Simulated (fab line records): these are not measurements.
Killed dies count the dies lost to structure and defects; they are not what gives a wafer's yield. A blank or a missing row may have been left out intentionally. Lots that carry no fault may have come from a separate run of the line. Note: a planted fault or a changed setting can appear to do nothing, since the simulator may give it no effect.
Matching of chambers	flow nand_harc	NHARC_P_GATE_DESCUM_48 on rie_diel-07 has 4 sister chambers
The step chemistry O2, time 3 s. 4 wafers are shown with their chamber, then 11 later ones without.

## WAFERS PAIRED WITH THEIR CHAMBERS
wafer	chamber	showerhead_plenum_p_Torr (Torr)
L082.4	3	1.81
L084.3	1	2.06
L084.5	2	1.91
L087.1	0	1.85

## WAFERS WITHOUT THEIR CHAMBER
wafer	showerhead_plenum_p_Torr (Torr)
L087.2	2.06
L087.6	1.85
L090.1	2.06
L090.3	1.85
L090.5	1.85
L093.1	1.91
L093.2	1.85
L093.3	1.80
L094.1	1.85
L094.2	1.80
L094.4	1.91

## WHICH CHAMBER EACH ONE RAN IN
wafer	from the rows above	in truth
L087.2	1	1
L087.6	0	0
L090.1	1	1
L090.3	0	0
L090.5	0	0
L093.1	2	2
L093.2	0	0
L093.3	3	3
L094.1	0	0
L094.2	3	3
L094.4	2	2
Correct placement for 11 of the 11. Can't be placed from these rows: 0. Placed wrongly: 0.
How it was worked out, from the rows above alone: a wafer's distance from a chamber is the root of the sum, over the readings, of the square of ((its reading less the chamber's mean) divided by the reading's scatter). If the next closest chamber is less than 2 further off than the closest, the wafer can't be placed; otherwise it belongs to the closest. A chamber's mean is the mean of its shown wafers. The scatter: root of mean squared gap, hidden wafer to nearest shown wafer, with one shown wafer a chamber.
